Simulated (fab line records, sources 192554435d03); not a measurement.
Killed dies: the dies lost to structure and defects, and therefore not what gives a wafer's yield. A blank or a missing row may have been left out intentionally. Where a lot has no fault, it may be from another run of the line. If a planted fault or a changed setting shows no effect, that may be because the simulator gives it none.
fab line records | flow n5Finfet
record lots=5 | wafers=12 | lastDay=18
route steps=1938 shown SD_EPI_P@308 SD_ACTIVATION@330 ILD0@335 SDB@347 BEOL_M4@1111 PASSIVATION@1936
lots that met no fault: taken from a fault-free run of the same line
startH: start of the lot's first displayed wafer, in hours after the record's first day | waitH: hours elapsed since this lot's preceding step | " unchanged from the row above | L1.1+2: a row that stands for several wafers | - value missing, or start not given | * or withheld: withheld | < > ~ a bound
route shown NAME@n: NAME is a module with steps in the file, n the number in the route of the first one | usual: mean/standard deviation of fault-free wafers | same: alike in all rows | chamber/n: place in a boat | sites: per-site readings | _std_site: how widely they spread, as a standard deviation | _edge_site: mean of outer sites minus mean of inner sites | radiusMm: for every site, how far away it sits from the centre of the wafer | mask NAME#n: copy n | behind: the most recent tool/chamber to have shaped the wafer | hold: reason for holding the lot/hours on hold/outcome of the hold | device: names the non-switching transistor (n, p or np) | end of line: the same wafers' tests at the end of the route | step lacking rows: just its recipe | killed: dies that structure and defects cost at the first sort, which is not the same as the wafer's yield | map: the dies of a wafer, with x for killed, . for not killed, _ for no die there
set.NAME: the setting the step ran with; set.NAME@STEP: the setting that earlier step ran with | model.NAME: the simulator's own value behind a step, which no gauge read
lots seen at some steps along the route; tables by step, rows by wafer
## steps
# step N5_SD_EPI_P_ETCH_37
# recipe chemistry=N2/H2 | target=SOC | overetchA=1080 | maskMaterial=SiARC | tempC=40 | ionEnergyEv=100 | sourceW=3000 | biasW=133 | pressureMtorr=20 | timeS=486 | n2FlowSccm=200 | h2FlowSccm=200 | ends=endPoint
# step N5_SD_EPI_P_STRIP_38
# recipe chemistry=N2/H2 | tempC=40 | n2FlowSccm=200 | h2FlowSccm=200 | rfFrequencyHz=6e+07
# step N5_SD_EPI_P_ETCHBACK_46
# recipe chemistry=CH3F/O2 | mode=anisotropicEtchback | target=SiNx | targetDepthA=175 | stopOn=SiO2 | overEtchFrac=0.3 | ionEnergyEv=120 | pressureMtorr=30 | sourceW=395 | biasW=73 | Ar_flow_sccm=150 | CH3F_flow_sccm=30 | O2_flow_sccm=20
# step N5_SD_EPI_P_ETCH_47
# recipe chemistry=CH3F/O2 | target=SiOCN | targetDepthA=250 | maskMaterial=SOC | ionEnergyEv=60 | biasW=29 | pressureMtorr=30 | sourceW=410 | Ar_flow_sccm=150 | CH3F_flow_sccm=30 | O2_flow_sccm=20
# step N5_SD_EPI_P_ETCH_16
# recipe chemistry=CHF3/O2 | target=SiO2 | targetDepthA=50 | maskMaterial=SOC | pressureMtorr=30 | sourceW=650 | biasW=170 | Ar_flow_sccm=200 | CHF3_flow_sccm=50 | O2_flow_sccm=5 | ionEnergyEv=200
# step N5_SD_EPI_P_STRIP_50
# recipe chemistry=CHF3/O2 | resist=SiARC | rfFrequencyHz=6e+07
# step N5_SD_EPI_P_SD_RECESS_17
# recipe chemistry=HBr/Cl2/O2 | targetDepthA=391 | btTimeS=3 | pressureMtorr=10 | icpW=800 | biasW=112 | HBr_flow_sccm=150 | Cl2_flow_sccm=80 | O2_flow_sccm=12
# step N5_SD_EPI_P_WET_ETCH_45
# recipe chemistry=dHF | dilution=withheld | timeS=10.7 | target=SiO2 | targetDepthA=20 | tempC=25 | dry=ipaMarangoni | rinseTimeS=30 | rinseTempC=23
# step N5_SD_EPI_P_STRIP_40
# recipe chemistry=N2/H2 | powerW=1000 | tempC=250 | h2Frac=0.65 | overashFraction=0.3 | pressureMtorr=withheld | n2FlowSccm=1750 | h2FlowSccm=3250
# step N5_SD_EPI_P_PRECLEAN_52
# recipe chemistry=O3/DIW | timeS=60 | tempC=22 | o3Ppm=10
# step N5_SD_EPI_P_SRD_20
# recipe dry=ipaMarangoni | doPpb=5 | timeS=30 | tempC=23 | rinseLiquid=diw
# step N5_SD_EPI_P_PRECLEAN_51
# recipe chemistry=NF3:NH3 | afsCycles=1 | tempC=30 | timeS=20 | sublimationTempC=180 | sublimationTimeS=60 | pressureTorr=3 | rfPowerW=30
# step N5_SD_EPI_P_VAPOR_ETCH_44
# recipe chemistry=NF3/Ar | target=SiGe30 | tempC=25 | timeS=3.3 | mode=isotropic
lot.wafer  | tool        | chamber | startH | waitH
L818.1+5+6 | epiRpcvd-04 | 0       | 128.37 | 0.1
L820.3+4+6 | epiRpcvd-04 | 0       | 135.89 | 0.1
L822.1+4   | epiRpcvd-04 | 0       | 145.49 | 0.1
L824.2+4   | epiRpcvd-04 | 0       | 157.21 | 0.2
L825.4+6   | epiRpcvd-04 | 0       | 163.93 | 0.2
# step N5_SD_EPI_P_EPI_21
# recipe material=SiGe:B | dopant=B | tempC=550 | pressureTorr=20 | ambient=H2 | timeS=355
# step N5_SD_EPI_P_HM_STRIP_48
# recipe chemistry=H3PO4 | tempC=160 | material=SiNx | target=SiNx | targetDepthA=30 | overetchFraction=0.3
# step N5_SD_EPI_P_SRD_49
# recipe dry=ipaMarangoni | timeS=30 | tempC=23 | rinseLiquid=diw
# step N5_SD_EPI_P_PRECLEAN_24
# recipe chemistry=O3/DIW | timeS=45 | tempC=22 | o3Ppm=10
# step N5_SD_EPI_P_PRECLEAN_32
# recipe chemistry=dHF | timeS=10 | dilution=500:1 | tempC=25
# step N5_SD_EPI_P_PRECLEAN_33
# recipe chemistry=SC2 | timeS=45 | tempC=35 | mix=1:1:50
# step N5_SD_EPI_P_SRD_25
# recipe timeS=30 | tempC=23 | rinseLiquid=diw | dry=ipaMarangoni
# step N5_SD_ACTIVATION_RTA_00
# recipe tempC=975 | timeS=0 | ambient=N2 | idleTempC=600 | rampUpCPerS=150 | rampDownCPerS=60 | coolToC=600
# step N5_SD_ACTIVATION_LSA_01
# recipe tempC=1080 | timeS=0.0008 | ambient=N2
# step N5_ILD0_LINER_00
# recipe material=SiNx | targetThkA=40 | tempC=400 | aldPrecursorFamily=SiH2I2 | aldCoReactant=N2/H2-plasma | pulseTimeS=1 | purgeTimeS=2 | coReactantPurgeTimeS=2 | aldCycles=80 | pressureTorr=2
# step N5_ILD0_FCVD_FILL_01
# recipe material=SiO2_flowable | targetThkA=2000 | tempC=100 | pressureTorr=0.8 | rfW=2000 | timeS=328.3
# step N5_ILD0_CURE_02
# recipe tempC=450 | timeS=1800 | ambient=steam | idleTempC=400 | rampUpCPerMin=5 | rampDownCPerMin=3 | densificationPH2oTorr=640
# step N5_ILD0_CMP_03
# recipe stopOn=SiNx | tOverpolishS=1.9 | postCmpClean=alkalineBrush | downForcePsi=4.1491 | platenRpm=51.796 | padVelocityMS=1.0306 | targetThkNm=197.38
# step N5_ILD0_CMP_07
# recipe stopOn=poly-Si | material=SiO2_flowable | tOverpolishS=1.18 | postCmpClean=alkalineBrush | downForcePsi=4.1491 | platenRpm=51.796 | padVelocityMS=1.0306 | targetThkNm=138.88
# step N5_ILD0_PRECLEAN_10
# recipe chemistry=NF3:NH3 | afsCycles=5 | timeS=20 | tempC=30 | sublimationTempC=180 | sublimationTimeS=60 | pressureTorr=3 | rfPowerW=30
# step N5_ILD0_ALD_15
# recipe material=SiNx | targetThkA=240 | tempC=400 | aldPrecursorFamily=SiH2I2 | aldCoReactant=N2/H2-plasma | pulseTimeS=1 | aldCycles=480 | purgeTimeS=2 | coReactantPurgeTimeS=2 | pressureTorr=2
# step N5_ILD0_CMP_12
# recipe stopOn=poly-Si | material=SiNx | tOverpolishS=6 | postCmpClean=alkalineBrush | downForcePsi=2.5 | platenRpm=51.8 | padVelocityMS=1.0307 | targetThkNm=17.67
# step N5_SDB_HM_DEP_00
# recipe material=SiNx | targetThkA=400 | tempC=400 | precursor=SiH4/NH3/N2 | pressureTorr=1.5 | rfW=300 | timeS=35.3
# step N5_SDB_COAT_03
# recipe resist=SOC | tempC=250 | timeS=60 | spinRpm=1500 | resistThkNm=100
# step N5_SDB_COAT_04
# recipe resist=SiARC | tempC=220 | timeS=60 | spinRpm=1500 | resistThkNm=18
# step N5_BEOL_M4_RC_MEAS_101
# usual DIBL_N=35.8/1.7 | DIBL_P=35.3/2 | IOFF_N=0.150/0.026 | IOFF_P=0.194/0.029 | ION_N=667/11 | ION_P=456/7.1 | REXT_P=100.6/1.6 | SS_N=71.4/0.65 | SS_P=73.1/0.64 | VT_N=251/3 | VT_P=-252/3.2
lot.wafer | tool      | chamber | startH | waitH | DIBL_N[mV/V] | DIBL_P[mV/V] | IOFF_N[nA/um] | IOFF_P[nA/um] | ION_N[uA/um] | ION_P[uA/um] | REXT_P[ohm.um] | SS_N[mV/dec] | SS_P[mV/dec] | VT_N[mV] | VT_P[mV]
L818.1    | prober-02 | 0       | 286.57 | 0.0   | 37.1         | 38.5         | 0.168         | 0.261         | 674          | 459          | 101.1          | 71.4         | 73.6         | 250      | -246
L818.5    | "         | 0       | "      | "     | 35.1         | 35.9         | 0.134         | 0.216         | 669          | 465          | 101.1          | 70.6         | 73.1         | 252      | -247
L818.6    | "         | 0       | "      | "     | 35.1         | 34.1         | 0.126         | 0.182         | 656          | 449          | 102.4          | 70.7         | 72.2         | 253      | -250
L820.3    | prober-01 | 0       | 287.26 | 0.3   | 36.0         | 35.9         | 0.151         | 0.202         | 671          | 460          | 97.9           | 70.7         | 73.5         | 250      | -251
L820.4    | "         | 0       | "      | "     | 33.9         | 32.7         | 0.123         | 0.162         | 656          | 453          | 98.0           | 71.0         | 72.5         | 252      | -254
L820.6    | "         | 0       | "      | "     | 33.7         | 33.0         | 0.113         | 0.160         | 656          | 453          | 97.8           | 70.8         | 72.3         | 253      | -254
L822.1    | prober-02 | 0       | 313.71 | 0.0   | 33.4         | 36.4         | 0.117         | 0.231         | 664          | 475          | 94.5           | 70.9         | 73.3         | 255      | -246
L822.4    | "         | 0       | "      | "     | 35.8         | 39.4         | 0.152         | 0.292         | 675          | 483          | 95.6           | 70.9         | 74.0         | 248      | -244
L825.4    | prober-02 | 0       | 327.66 | 0.5   | 35.3         | 36.8         | 0.134         | 0.206         | 660          | 463          | 92.8           | 72.2         | 74.2         | 254      | -251
L825.6    | "         | 0       | "      | "     | 38.0         | 37.2         | 0.190         | 0.194         | 679          | 455          | 97.9           | 72.3         | 74.3         | 248      | -253
L824.2    | prober-01 | 0       | 328.08 | 0.4   | 34.6         | 32.8         | 0.125         | 0.152         | 664          | 457          | 102.6          | 70.5         | 71.7         | 250      | -254
L824.4    | "         | 0       | "      | "     | 36.6         | 38.1         | 0.147         | 0.258         | 652          | 465          | 95.4           | 70.9         | 73.5         | 251      | -249
# step N5_PASSIVATION_PROBE_49
# usual defectLimitedYield=91.5/1.4 | killed_at_M0_to_M3=34/11 | killed_at_M4_up=15/6 | killedAtContacts=11/5.9 | killedAtFrontEnd=37/11 | killedAtOther=3.6/2.9 | killedDies=101/17 | killedOpen=66/12 | killedShort=33/7.8 | sort_bin_5_function=5.0/0.97 | sort_bin_6_memory=3.2/0.65 | sortNPass=1079/17 | sortYieldPct=91.4/1.4
# same grossDies=1180 | killedAtBackSide=0 | sort_bin_4_leakage[%]=0 | sort_bin_8_speed[%]=0
lot.wafer | tool      | chamber | startH | waitH | defectLimitedYield[%] | killed_at_M0_to_M3 | killed_at_M4_up | killedAtContacts | killedAtFrontEnd | killedAtOther | killedDies | killedOpen | killedShort | sort_bin_5_function[%] | sort_bin_6_memory[%] | sortNPass | sortYieldPct[%]
L822.1    | prober-01 | -       | 423.65 | 0.0   | 94.7                  | 15                 | 6               | 6                | 34               | 1             | 62         | 37         | 24          | 3.1                    | 1.9                  | 1118      | 94.7
L822.4    | prober-01 | -       | 423.80 | 0.2   | 92.5                  | 18                 | 13              | 10               | 43               | 5             | 89         | 57         | 30          | 5.3                    | 2.0                  | 1091      | 92.5
L824.2    | prober-01 | -       | 440.42 | 0.1   | 92.5                  | 29                 | 19              | 15               | 24               | 2             | 89         | 62         | 27          | 4.3                    | 3.1                  | 1091      | 92.5
L825.6    | prober-01 | -       | 441.17 | 0.3   | 91.9                  | 21                 | 21              | 24               | 28               | 2             | 96         | 61         | 33          | 4.9                    | 3.1                  | 1084      | 91.9
# killed by level:class
L822.1 STI_FIN_REVEAL:geometricParticle:open=8 GATE_CUT:geometricParticle:short=6 MOL_CONTACT_COAG:geometricParticle:open=6 BEOL_M2:geometricParticle:open=5 FIN_SAQP:geometricParticle:short=4 FIN_SAQP:geometricParticle:open=4 BEOL_M0_SAQP:geometricParticle:short=4 ILD0:geometricParticle:short=3
L822.4 STI_FIN_REVEAL:geometricParticle:open=15 BEOL_M4:geometricParticle:open=10 FIN_SAQP:geometricParticle:short=7 MOL_CONTACT_COAG:geometricParticle:open=7 BEOL_M3:geometricParticle:open=6 DUMMY_GATE:geometricParticle:open=4 BEOL_M0_SAQP:geometricParticle:short=4 BEOL_M1:geometricParticle:open=4
L824.2 STI_FIN_REVEAL:geometricParticle:open=13 MOL_CONTACT_COAG:geometricParticle:open=13 BEOL_M0_SAQP:geometricParticle:short=6 BEOL_M0:geometricParticle:short=6 BEOL_M5:geometricParticle:open=6 BEOL_M1:geometricParticle:open=5 BEOL_M4:geometricParticle:open=5 BEOL_M2:geometricParticle:open=4
L825.6 MOL_CONTACT_COAG:geometricParticle:open=17 BEOL_M4:geometricParticle:open=13 FIN_SAQP:geometricParticle:short=8 STI_FIN_REVEAL:geometricParticle:open=6 MOL_CONTACT_COAG:geometricParticle:short=6 BEOL_M0_SAQP:geometricParticle:short=5 BEOL_M3:geometricParticle:open=4 BEOL_M0_SAQP:geometricParticle:open=3
## key
firstSign step=N5_BEOL_M4_RC_MEAS_101 | reading=REXT_P | direction=down | sigmas=3.8 | usual=100.6 | struck=94.6
effect step=N5_BEOL_M4_RC_MEAS_101 | reading=ION_P | direction=up | sigmas=2.1 | usual=456 | struck=471
effect step=N5_BEOL_M4_RC_MEAS_101 | reading=IOFF_P | direction=up | sigmas=1.8 | usual=0.194 | struck=0.247 | wafersMoved=2
metAt N5_SD_EPI_P_VAPOR_ETCH_44
struckWafers L822.1,L822.4,L824.4,L825.4
onsetBetween 135.89 145.49
fault kind=processParameterDrift | tool=epiRpcvd-04 | chamber=- | onsetH=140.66 | steps=N5_SD_EPI_P_VAPOR_ETCH_44 | channel=timeS | offset=* | shape=step | endH=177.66 | scope=struckWafersOnly | actsIn=* | stated=*
